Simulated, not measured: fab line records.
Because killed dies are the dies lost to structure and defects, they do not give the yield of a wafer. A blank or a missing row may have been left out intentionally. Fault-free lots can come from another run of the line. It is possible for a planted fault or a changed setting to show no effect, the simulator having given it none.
fab line records	flow nand_harc
record lots=7	wafers=21	last_day=33
route steps=1302 shown A_CONTACT@1002
lots that met no fault: taken from a fault-free run of the same line
start_h: hours from the record's opening day to when the first of the lot's shown wafers began	wait_h: time in hours since the lot's previous step	" repeats the value in the row above	L1.1+2: one row covering several wafers at once	- value missing, or start not given	* or withheld: withheld	< > ~ a bound
route shown NAME@n: a module of which the file shows steps, and the number in the route of the first	usual: mean and standard deviation over wafers with no fault	same: alike in all rows	chamber/n: place in a boat	sites: the reading at each site	_std_site: their standard deviation	_edge_site: the outer-site mean with the inner-site mean subtracted	radius_mm: for every site, how far away it sits from the centre of the wafer	mask NAME#n: copy n	behind: the last tool/chamber to shape the wafer	hold: the reason the lot was held/the length of the hold in hours/how it ended	device: which transistor (n, p or np) failed to switch	end of line: the tests these same wafers got at the end of their route	for a step that has no rows: nothing shown but its recipe	killed: at the first sort, the dies lost to defects and structure; wafer yield is something else	map: a wafer's dies, x killed, . not, _ none there
set.NAME: setting as actually run; set.NAME@STEP: the setting as run at that earlier step	model.NAME: the simulator's own value behind a step, which no gauge read
lots seen at some steps along the route; tables by step, rows by wafer
services: the hour from which a tool's chamber was out of use, counted from the record's first day as start_h (under 0 if before that day), plus the number of hours and why
## steps
# step NHARC_A_CONTACT_ETCH_49
# recipe target_depth_a=2600	over_etch_frac=0.3	time_s=475.3	ion_energy_ev=200	n2_flow_sccm=150	h2_flow_sccm=150	ar_flow_sccm=0	rf_w=400	bias_w=150	chemistry=N2/H2
# step NHARC_A_CONTACT_ETCH_50
# recipe target_depth_a=1210	time_s=60.5	cf4_flow_sccm=100	chf3_flow_sccm=30	ar_flow_sccm=0	rf_w=500	bias_w=200	chemistry=CF4/CHF3
# step NHARC_A_CONTACT_ETCH_51
# recipe target_depth_a=70000	over_etch_frac=0.3	time_s=1820	ion_energy_ev=150	o2_flow_sccm=400	cos_flow_sccm=20	ar_flow_sccm=0	rf_w=500	bias_w=300	chemistry=O2/COS
# usual bias_w=300.0/0.87	chamber_pressure_mTorr=20.001/0.02	drypump_motor_current_A=5.8/0.39	oes_product_au=0.999/0.007	rf_fwd_power_W=499.6/1.5	rf_vpp_V=314.3/1.9	showerhead_plenum_p_Torr=3.13/0.13	throttle_valve_pct=28.330/0.0083
lot.wafer	tool	chamber	start_h	wait_h	bias_w	chamber_pressure_mTorr	drypump_motor_current_A	oes_product_au	rf_fwd_power_W	rf_hours_counter_h	rf_vpp_V	showerhead_plenum_p_Torr	throttle_valve_pct
L277.2	rie_diel-01	1	-	-	299.9	19.981	5.9	0.995	498.0	22	315.6	3.25	28.333
L277.3	"	2	"	"	301.2	19.989	5.9	0.989	499.8	24	314.4	3.08	28.322
L277.6	"	3	"	"	300.3	19.993	5.6	1.012	499.8	-	313.2	3.00	28.347
L285.2	rie_diel-01	1	-	-	299.5	19.980	5.9	0.999	502.0	2	314.1	3.25	28.345
L285.1	"	0	"	"	299.2	20.019	6.0	1.000	500.8	2	315.5	3.30	28.335
L285.6	"	1	"	"	299.5	20.011	5.9	0.997	502.2	-	315.6	3.25	28.322
L290.3	rie_diel-05	3	-	-	298.6	20.013	6.1	0.998	498.6	10	314.2	3.08	28.340
L290.2	"	1	"	"	300.1	20.024	5.5	0.994	499.4	13	313.6	3.07	28.340
L290.5	"	0	"	"	297.9	20.018	6.4	1.010	499.6	-	315.7	3.28	28.321
L289.3	rie_diel-07	0	-	-	299.3	20.013	5.0	1.003	499.4	44	311.4	2.89	28.320
L289.6	"	3	"	"	301.1	19.981	6.3	0.999	499.7	-	315.4	3.22	28.335
L289.5	"	0	"	"	300.6	20.012	5.0	1.000	497.3	-	311.9	2.89	28.319
L288.3	rie_diel-05	2	-	-	300.8	19.999	6.2	0.993	499.6	13	311.3	2.99	28.335
L288.2	"	0	"	"	299.3	20.030	6.4	0.997	498.1	12	317.1	3.28	28.330
L288.5	"	2	"	"	301.2	20.003	6.2	0.998	499.0	-	313.2	2.99	28.325
L298.1	rie_diel-01	0	-	-	299.3	19.982	6.1	1.001	500.6	18	317.7	3.29	28.329
L298.4	"	1	"	"	299.3	20.004	5.9	0.999	498.1	18	315.4	3.24	28.314
L298.3	"	3	"	"	300.4	19.993	5.6	1.005	496.9	18	312.9	2.99	28.327
L297.3	rie_diel-01	0	-	-	300.4	20.007	6.0	0.980	499.2	21	317.9	3.29	28.326
L297.1	"	2	"	"	299.3	20.008	5.9	1.015	501.4	20	313.8	3.07	28.327
L297.5	"	3	"	"	299.8	19.989	5.7	0.995	501.4	-	312.2	2.99	28.332
# step NHARC_A_CONTACT_ETCH_111
# recipe source_w=withheld	pressure_mtorr=20	bias_v=withheld	time_s=140	target_depth_a=7000	ar_flow_sccm=withheld	c4f8_flow_sccm=withheld	o2_flow_sccm=withheld	chemistry=C4F8/O2/Ar
# step NHARC_A_CONTACT_ETCH_112
# recipe source_w=withheld	pressure_mtorr=20	bias_v=3000	time_s=190	target_depth_a=18500	ar_flow_sccm=withheld	c4f8_flow_sccm=withheld	o2_flow_sccm=withheld	chemistry=C4F8/O2/Ar
# usual chamber_pressure_mTorr=19.999/0.017	oes_air_line_au=0.997/0.02
lot.wafer	tool	chamber	start_h	wait_h	chamber_pressure_mTorr	oes_air_line_au	rf_hours_counter_h
L277.2	har_cap_etch-02	1	514.54	0.2	19.982	1.016	90
L277.3	"	0	"	"	20.010	1.007	-
L277.6	"	0	"	"	20.028	1.006	-
L285.2	har_cap_etch-03	1	591.97	0.2	20.002	0.973	56
L285.1	"	0	"	"	20.020	1.005	56
L285.6	"	1	"	"	19.968	0.992	-
L290.2	har_cap_etch-02	1	626.86	0.2	19.986	0.992	110
L290.3	"	0	"	"	20.002	1.006	-
L290.5	"	1	"	"	20.000	0.979	-
L289.3	har_cap_etch-01	1	627.72	0.2	19.989	1.011	-
L289.5	"	1	"	"	19.962	0.999	-
L289.6	"	0	"	"	19.997	1.001	-
L288.2	har_cap_etch-03	1	628.74	0.2	19.999	1.000	66
L288.3	"	0	"	"	19.976	1.003	-
L288.5	"	0	"	"	20.004	0.993	-
L298.1	har_cap_etch-03	1	705.24	0.2	20.010	1.008	79
L298.3	"	0	"	"	20.002	0.981	-
L298.4	"	1	"	"	19.999	0.998	-
L297.1	har_cap_etch-02	0	719.75	0.2	19.997	1.038	129
L297.3	"	0	"	"	20.013	0.978	-
L297.5	"	1	"	"	20.021	1.017	-
# step NHARC_A_CONTACT_ETCH_113
# recipe source_w=withheld	pressure_mtorr=20	bias_v=3000	time_s=190	target_depth_a=18500	ar_flow_sccm=withheld	c4f8_flow_sccm=withheld	o2_flow_sccm=withheld	chemistry=C4F8/O2/Ar
# usual chamber_pressure_mTorr=20.000/0.018	oes_air_line_au=1.004/0.021
lot.wafer	tool	chamber	start_h	wait_h	chamber_pressure_mTorr	oes_air_line_au	rf_hours_counter_h
L277.2	har_cap_etch-02	1	514.71	0.1	19.988	0.989	90
L277.3	"	0	"	"	20.004	0.989	-
L277.6	"	0	"	"	20.004	1.025	-
L285.2	har_cap_etch-03	1	592.15	0.1	19.998	1.018	56
L285.1	"	0	"	"	19.986	1.036	56
L285.6	"	1	"	"	20.016	1.011	-
L290.2	har_cap_etch-02	1	627.04	0.1	20.027	0.971	110
L290.3	"	0	"	"	20.038	1.029	-
L290.5	"	1	"	"	20.021	0.995	-
L289.3	har_cap_etch-01	1	627.90	0.1	20.007	1.022	-
L289.5	"	1	"	"	19.994	1.055	-
L289.6	"	0	"	"	20.007	0.982	-
L288.2	har_cap_etch-03	1	628.92	0.1	19.997	1.007	66
L288.3	"	0	"	"	20.001	0.993	-
L288.5	"	0	"	"	20.041	0.985	-
L298.1	har_cap_etch-03	1	705.41	0.1	19.999	1.022	80
L298.3	"	0	"	"	20.016	0.966	-
L298.4	"	1	"	"	19.995	1.003	-
L297.1	har_cap_etch-02	0	719.92	0.1	20.031	1.040	129
L297.3	"	0	"	"	20.005	1.018	-
L297.5	"	1	"	"	20.017	1.011	-
# step NHARC_A_CONTACT_ETCH_114
# recipe source_w=withheld	pressure_mtorr=20	bias_v=3000	time_s=190	target_depth_a=18500	ar_flow_sccm=withheld	c4f8_flow_sccm=withheld	o2_flow_sccm=withheld	chemistry=C4F8/O2/Ar
# usual chamber_pressure_mTorr=20.000/0.017	oes_air_line_au=0.998/0.022
lot.wafer	tool	chamber	start_h	wait_h	chamber_pressure_mTorr	oes_air_line_au	rf_hours_counter_h
L277.2	har_cap_etch-02	1	514.88	0.1	20.013	1.003	90
L277.3	"	0	"	"	20.001	0.962	-
L277.6	"	0	"	"	19.959	0.943	-
L285.2	har_cap_etch-03	1	592.32	0.1	20.019	1.002	57
L285.1	"	0	"	"	20.004	1.022	57
L285.6	"	1	"	"	19.998	0.993	-
L290.2	har_cap_etch-02	1	627.21	0.1	19.997	0.997	111
L290.3	"	0	"	"	20.011	1.034	-
L290.5	"	1	"	"	20.007	0.989	-
L289.3	har_cap_etch-01	1	628.07	0.1	19.981	0.988	-
L289.5	"	1	"	"	19.997	0.992	-
L289.6	"	0	"	"	20.025	0.975	-
L288.2	har_cap_etch-03	1	629.09	0.1	20.003	0.989	66
L288.3	"	0	"	"	19.998	0.982	-
L288.5	"	0	"	"	20.013	1.017	-
L298.1	har_cap_etch-03	1	705.58	0.1	19.989	1.030	80
L298.3	"	0	"	"	20.009	0.973	-
L298.4	"	1	"	"	19.997	1.021	-
L297.1	har_cap_etch-02	0	720.09	0.1	20.026	1.016	129
L297.3	"	0	"	"	20.026	0.985	-
L297.5	"	1	"	"	19.975	0.998	-
# step NHARC_A_CONTACT_ETCH_115
# recipe source_w=withheld	pressure_mtorr=20	bias_v=3000	time_s=190	target_depth_a=18500	ar_flow_sccm=withheld	c4f8_flow_sccm=withheld	o2_flow_sccm=withheld	chemistry=C4F8/O2/Ar
# usual chamber_pressure_mTorr=19.999/0.019	oes_air_line_au=1.002/0.019
lot.wafer	tool	chamber	start_h	wait_h	chamber_pressure_mTorr	oes_air_line_au	rf_hours_counter_h
L277.2	har_cap_etch-02	1	515.05	0.1	19.994	1.026	90
L277.3	"	0	"	"	19.983	1.000	-
L277.6	"	0	"	"	19.987	0.994	-
L285.2	har_cap_etch-03	1	592.49	0.1	20.000	1.026	57
L285.1	"	0	"	"	19.978	1.035	57
L285.6	"	1	"	"	20.004	1.004	-
L290.2	har_cap_etch-02	1	627.37	0.1	20.018	1.034	111
L290.3	"	0	"	"	20.005	1.048	-
L290.5	"	1	"	"	20.019	0.991	-
L289.3	har_cap_etch-01	1	628.24	0.1	19.986	0.989	-
L289.5	"	1	"	"	19.999	1.022	-
L289.6	"	0	"	"	20.010	1.019	-
L288.2	har_cap_etch-03	1	629.25	0.1	19.981	1.007	66
L288.3	"	0	"	"	19.995	0.996	-
L288.5	"	0	"	"	20.002	0.993	-
L298.1	har_cap_etch-03	1	705.75	0.1	19.999	0.989	80
L298.3	"	0	"	"	20.007	1.009	-
L298.4	"	1	"	"	19.965	1.015	-
L297.1	har_cap_etch-02	0	720.26	0.1	19.974	0.996	129
L297.3	"	0	"	"	19.956	1.009	-
L297.5	"	1	"	"	20.020	0.995	-
# step NHARC_A_CONTACT_ETCH_116
# recipe source_w=withheld	pressure_mtorr=20	bias_v=3000	time_s=190	target_depth_a=18500	ar_flow_sccm=withheld	c4f8_flow_sccm=withheld	o2_flow_sccm=withheld	chemistry=C4F8/O2/Ar
# step NHARC_A_CONTACT_ETCH_117
# recipe source_w=withheld	pressure_mtorr=20	bias_v=3000	time_s=190	target_depth_a=18500	ar_flow_sccm=withheld	c4f8_flow_sccm=withheld	o2_flow_sccm=withheld	chemistry=C4F8/O2/Ar
# step NHARC_A_CONTACT_ETCH_118
# recipe source_w=withheld	pressure_mtorr=20	bias_v=3000	time_s=190	target_depth_a=18500	ar_flow_sccm=withheld	c4f8_flow_sccm=withheld	o2_flow_sccm=withheld	chemistry=C4F8/O2/Ar
# step NHARC_A_CONTACT_ETCH_119
# recipe source_w=withheld	pressure_mtorr=20	bias_v=3000	time_s=190	target_depth_a=18500	ar_flow_sccm=withheld	c4f8_flow_sccm=withheld	o2_flow_sccm=withheld	chemistry=C4F8/O2/Ar
# step NHARC_A_CONTACT_ETCH_120
# recipe source_w=withheld	pressure_mtorr=20	bias_v=3000	time_s=190	target_depth_a=18500	ar_flow_sccm=withheld	c4f8_flow_sccm=withheld	o2_flow_sccm=withheld	chemistry=C4F8/O2/Ar
# usual chamber_pressure_mTorr=20.000/0.019	oes_air_line_au=1.005/0.02
lot.wafer	tool	chamber	start_h	wait_h	chamber_pressure_mTorr	oes_air_line_au	rf_hours_counter_h
L277.2	har_cap_etch-02	1	515.92	0.1	20.041	0.973	91
L277.3	"	0	"	"	19.976	1.009	-
L277.6	"	0	"	"	19.968	1.025	-
L285.2	har_cap_etch-03	1	593.34	0.1	19.949	0.989	58
L285.1	"	0	"	"	19.981	1.001	58
L285.6	"	1	"	"	19.969	1.015	-
L290.2	har_cap_etch-02	1	628.23	0.1	-	-	-
L290.3	"	0	"	"	-	-	-
L290.5	"	1	"	"	-	-	-
L289.3	har_cap_etch-01	1	629.09	0.1	-	-	-
L289.5	"	1	"	"	-	-	-
L289.6	"	0	"	"	-	-	-
L288.2	har_cap_etch-03	1	630.11	0.1	-	-	-
L288.3	"	0	"	"	-	-	-
L288.5	"	0	"	"	-	-	-
L298.1	har_cap_etch-03	1	706.60	0.1	19.999	0.981	81
L298.3	"	0	"	"	20.016	1.011	-
L298.4	"	1	"	"	19.996	0.972	-
L297.1	har_cap_etch-02	0	721.12	0.1	20.017	1.012	130
L297.3	"	0	"	"	20.011	1.019	-
L297.5	"	1	"	"	20.006	1.022	-
# step NHARC_A_CONTACT_ETCH_121
# recipe source_w=withheld	pressure_mtorr=20	bias_v=3000	time_s=190	target_depth_a=18500	ar_flow_sccm=withheld	c4f8_flow_sccm=withheld	o2_flow_sccm=withheld	chemistry=C4F8/O2/Ar
## services
tool	chamber	start_h	hours	kind
har_cap_etch-01	-	497.00	17.0	pm
har_cap_etch-01	0	497.00	17.0	vent_cycle
har_cap_etch-01	1	497.00	17.0	vent_cycle
rie_diel-05	1	511.35	3.4	repair
rie_diel-01	0	512.32	-	clean
rie_diel-01	1	512.32	-	clean
rie_diel-01	2	512.32	-	clean
rie_diel-01	3	512.32	-	clean
har_cap_etch-01	0	514.00	-	clean
har_cap_etch-01	0	514.00	-	consumable_replace:focus_ring
har_cap_etch-01	1	514.00	-	clean
rie_diel-01	2	532.67	6.3	repair
rie_diel-01	0	536.90	-	clean
rie_diel-01	1	536.90	-	clean
rie_diel-01	3	536.90	-	clean
rie_diel-01	-	558.32	9.0	pm
rie_diel-05	-	586.10	9.0	pm
rie_diel-01	-	619.30	36.6	repair
har_cap_etch-01	-	648.89	25.2	repair
rie_diel-07	-	649.66	9.0	pm
rie_diel-05	3	662.16	5.9	repair
rie_diel-07	3	662.54	3.8	repair
rie_diel-05	3	670.92	15.3	repair
rie_diel-07	2	710.79	8.1	repair
## key
first_sign step=NHARC_A_CONTACT_ETCH_120	reading=tool_record	direction=missing
effect none on later readings
met_at NHARC_A_CONTACT_ETCH_120
struck_wafers L288.2,L288.3,L288.5,L289.3,L289.5,L289.6,L290.2,L290.3,L290.5
later_rows_left_out L288.2,L288.3,L288.5,L289.3,L289.5,L289.6,L290.2,L290.3,L290.5
sort_left_out L288.2,L288.3,L288.5,L289.3,L289.5,L289.6,L290.2,L290.3,L290.5
tester_left_out L288,L289,L290
onset_between 593.34 628.23
fault kind=skipped_step_whole	tool=har_cap_etch-01,har_cap_etch-02,har_cap_etch-03	chamber=-	onset_h=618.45	steps=NHARC_A_CONTACT_ETCH_120	scope=struck_lots_only
# tester_left_out: of these lots the tester's yield and bins aren't shown, on N5 and GAA mostly nor the transistor test; their killed dies are dies lost to structure and defects alone, not to doping, threshold or leakage, so they don't give the yield
# sort_left_out: the simulated sort isn't trusted on such a fault, so these wafers' sort isn't shown, and their yield isn't known
# later_rows_left_out: the simulator's readings of these wafers behind a module that went badly wrong aren't trusted and aren't shown, but for the sort
